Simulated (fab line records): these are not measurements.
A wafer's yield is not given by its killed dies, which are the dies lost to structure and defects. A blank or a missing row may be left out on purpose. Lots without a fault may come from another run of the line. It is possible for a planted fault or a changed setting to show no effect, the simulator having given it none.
Matching of chambers    flow n5 finfet    4 sister chambers for N5_ILD0_ALD_15 on ald sin-03
The step deposits SiNx, target thk 24 nm, pulse time 1 s, ald cycles 480. 14 wafers are shown with their chamber, then 7 later ones without.

== EACH WAFER AND ITS CHAMBER ==
wafer   chamber  heater power w (W)  precursor pulse height rel
L077.1  3        668                 0.988
L077.4  2        1033                1.011
L077.6  1        737                 0.975
L080.1  3        687                 0.999
L080.3  1        717                 1.023
L080.6  2        1039                0.981
L084.2  0        963                 0.977
L084.3  3        676                 1.002
L084.4  2        1002                1.008
L085.1  0        924                 1.023
L085.2  2        1015                1.003
L085.5  2        1039                1.021
L089.1  2        1000                0.981
L089.5  0        926                 1.003

SIGNATURES (means of the wafers above)
reading                     chamber 0  chamber 1  chamber 2  chamber 3  scatter within a chamber
heater power w              937.67     727.00     1021.33    677.00     17.3
precursor pulse height rel  1.00100    0.99900    1.00083    0.99633    0.0192
Rule: for each reading, subtract the chamber's mean from the wafer's reading, divide by that reading's scatter and square the result; add these up over the readings and take the root, which gives the wafer's distance from the chamber. The wafer belongs to the nearest chamber; if the next one is less than 2 further off, it can't be placed. The scatter is the square root of a quotient: the sum, over the shown wafers, of each reading's squared deviation from its chamber's mean, divided by wafers minus chambers.

== WAFERS WHOSE CHAMBER IS MISSING ==
wafer   heater power w (W)  precursor pulse height rel
L089.6  693                 0.982
L090.3  691                 1.033
L090.4  1024                0.963
L090.6  1039                0.971
L091.1  742                 1.026
L091.5  948                 0.982
L091.6  733                 1.002

== WHICH CHAMBER EACH ONE RAN IN ==
wafer   from the rows above      in truth
L089.6  can't be placed: 3 or 1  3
L090.3  can't be placed: 3 or 1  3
L090.4  2                        2
L090.6  2                        2
L091.1  1                        1
L091.5  0                        0
L091.6  1                        1
5 of 7 placed correctly. Can't be placed from these rows: 2 (the true chamber is among the candidates in 2). Placed wrongly: 0.
